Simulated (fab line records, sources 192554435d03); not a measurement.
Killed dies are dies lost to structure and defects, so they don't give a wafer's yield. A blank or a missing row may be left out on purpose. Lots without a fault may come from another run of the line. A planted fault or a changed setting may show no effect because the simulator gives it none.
Tool commonality check | flow n5_finfet | 11 lots, 32 wafers sampled

WHY IT WAS OPENED
At N5_BEOL_M7_OVL_MEAS_12 the reading M7_OVL is flagged on 2 of 11 lots. Wafers without a fault read 0.2 nm, standard deviation 0.75.
Rule: a lot is flagged when every wafer of it that has a number lies more than 4 standard deviations from that mean, or none has a number. The other lots count as sound.

lot  | measured     | on         | M7_OVL (nm), wafer by wafer | flag
L352 | day 10 11:37 | overlay-01 | -0.5 0.3 -1.2               |
L349 | day 10 14:40 | overlay-01 | 0.5 0.6                     |
L351 | day 10 14:43 | overlay-01 | 0.2 0.5 1.4                 |
L354 | day 11 12:44 | overlay-01 | -0.2 -0.5 0.2               |
L356 | day 11 22:33 | overlay-02 | 1.5 -0.6 0.4                |
L355 | day 12 05:50 | overlay-01 | 0.8 -1.4 0.0                |
L363 | day 14 07:20 | overlay-01 | 7.1 7.0 6.2                 | FLAGGED
L364 | day 14 11:55 | overlay-02 | 6.2 6.1 6.7                 | FLAGGED
L367 | day 14 22:41 | overlay-02 | 0.3 0.4 0.6                 |
L368 | day 14 22:56 | overlay-02 | 1.5 1.7 1.0                 |
L372 | day 15 06:55 | overlay-01 | -0.9 0.0 -0.8               |
The numbers of the flagged lots are 6.5 nm on average: +6.3 nm against the usual, or +8 standard deviations.

WHICH TOOL RAN EACH LOT
The record holds 3 process steps before the reading, out of a route of 1938 steps. In each cell: the tool, then ch and the chambers that the sampled wafers went through, then the start.
lot  | flag    | N5_BEOL_M6_CMP_52             | N5_BEOL_M7_CURE_74            | N5_BEOL_M7_EXPOSE_08
L352 |         | cmp-03 ch 1,2,3, day 10 09:04 | uv_cure-02 ch 0, day 10 09:38 | arfi_scanner-02 ch 0, day 10 11:28
L349 |         | cmp-03 ch 1,2, day 10 11:55   | uv_cure-02 ch 2, day 10 12:40 | arfi_scanner-03 ch 0, day 10 14:32
L351 |         | cmp-03 ch 2,3, day 10 12:19   | uv_cure-01 ch 1, day 10 13:01 | arfi_scanner-03 ch 0, day 10 14:34
L354 |         | cmp-03 ch 1,2,3, day 11 09:58 | uv_cure-02 ch 0, day 11 10:31 | arfi_scanner-01 ch 0, day 11 12:35
L356 |         | cmp-04 ch 0,1,2, day 11 18:56 | uv_cure-02 ch 2, day 11 19:29 | arfi_scanner-03 ch 0, day 11 22:23
L355 |         | cmp-04 ch 0,2, day 12 03:16   | uv_cure-01 ch 2, day 12 04:02 | arfi_scanner-01 ch 0, day 12 05:40
L363 | FLAGGED | cmp-02 ch 0,1,3, day 14 05:02 | uv_cure-03 ch 0, day 14 05:31 | arfi_scanner-03 ch 0, day 14 07:10
L364 | FLAGGED | cmp-03 ch 0,3, day 14 08:35   | uv_cure-01 ch 0, day 14 09:17 | arfi_scanner-03 ch 0, day 14 11:46
L367 |         | cmp-03 ch 0,1,2, day 14 19:26 | uv_cure-02 ch 2, day 14 19:57 | arfi_scanner-01 ch 0, day 14 22:31
L368 |         | cmp-04 ch 0,1,3, day 14 20:42 | uv_cure-01 ch 0, day 14 21:35 | arfi_scanner-02 ch 0, day 14 22:47
L372 |         | cmp-02 ch 0,1,2, day 15 04:37 | uv_cure-02 ch 0, day 15 05:10 | arfi_scanner-02 ch 0, day 15 06:46
What these steps do:
- N5_BEOL_M6_CMP_52: polishes, stops on SiCOH lowk, t overpolish 6.9 s, target thk 80 nm.
- N5_BEOL_M7_CURE_74: cures SiCOH lowk, time 240 s.
- N5_BEOL_M7_EXPOSE_08: exposes mask M7.
- N5_BEOL_M7_OVL_MEAS_12

FLAGGED OVER TOTAL, TOOL BY TOOL (the gauges that took the reading come last)
step                   | tool            | lots run | flagged | share of the flagged lots | sound lots run after its first flagged lot
N5_BEOL_M6_CMP_52      | cmp-02          | 2        | 1       | some                      | 1 (L372)
N5_BEOL_M6_CMP_52      | cmp-03          | 6        | 1       | some                      | 1 (L367)
N5_BEOL_M6_CMP_52      | cmp-04          | 3        | 0       | none                      | -
N5_BEOL_M7_CURE_74     | uv_cure-01      | 4        | 1       | some                      | 1 (L368)
N5_BEOL_M7_CURE_74     | uv_cure-02      | 6        | 0       | none                      | -
N5_BEOL_M7_CURE_74     | uv_cure-03      | 1        | 1       | some                      | 0
N5_BEOL_M7_EXPOSE_08   | arfi_scanner-01 | 3        | 0       | none                      | -
N5_BEOL_M7_EXPOSE_08   | arfi_scanner-02 | 3        | 0       | none                      | -
N5_BEOL_M7_EXPOSE_08   | arfi_scanner-03 | 5        | 2       | all                       | 0
N5_BEOL_M7_OVL_MEAS_12 | overlay-01      | 7        | 1       | some                      | 1 (L372)
N5_BEOL_M7_OVL_MEAS_12 | overlay-02      | 4        | 1       | some                      | 2 (L367,L368)

WHAT THE TABLE ALLOWS
1 row of the table ran every flagged lot: arfi_scanner-03 at N5_BEOL_M7_EXPOSE_08.
- arfi_scanner-03 at N5_BEOL_M7_EXPOSE_08: 2 of its 5 lots flagged. Its last sound lot is L356 (day 11 22:23), its first flagged lot L363 (day 14 07:10): a fault that began between those two fits.
One tool is left: arfi_scanner-03 at N5_BEOL_M7_EXPOSE_08.

WHAT THE SIMULATOR HAD PUT IN
Scanner matching overlay: arfi_scanner-03, from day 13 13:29 on, at N5_BEOL_M7_EXPOSE_08. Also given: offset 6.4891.
Lots struck among those shown: L363, L364. The rule above found the same.
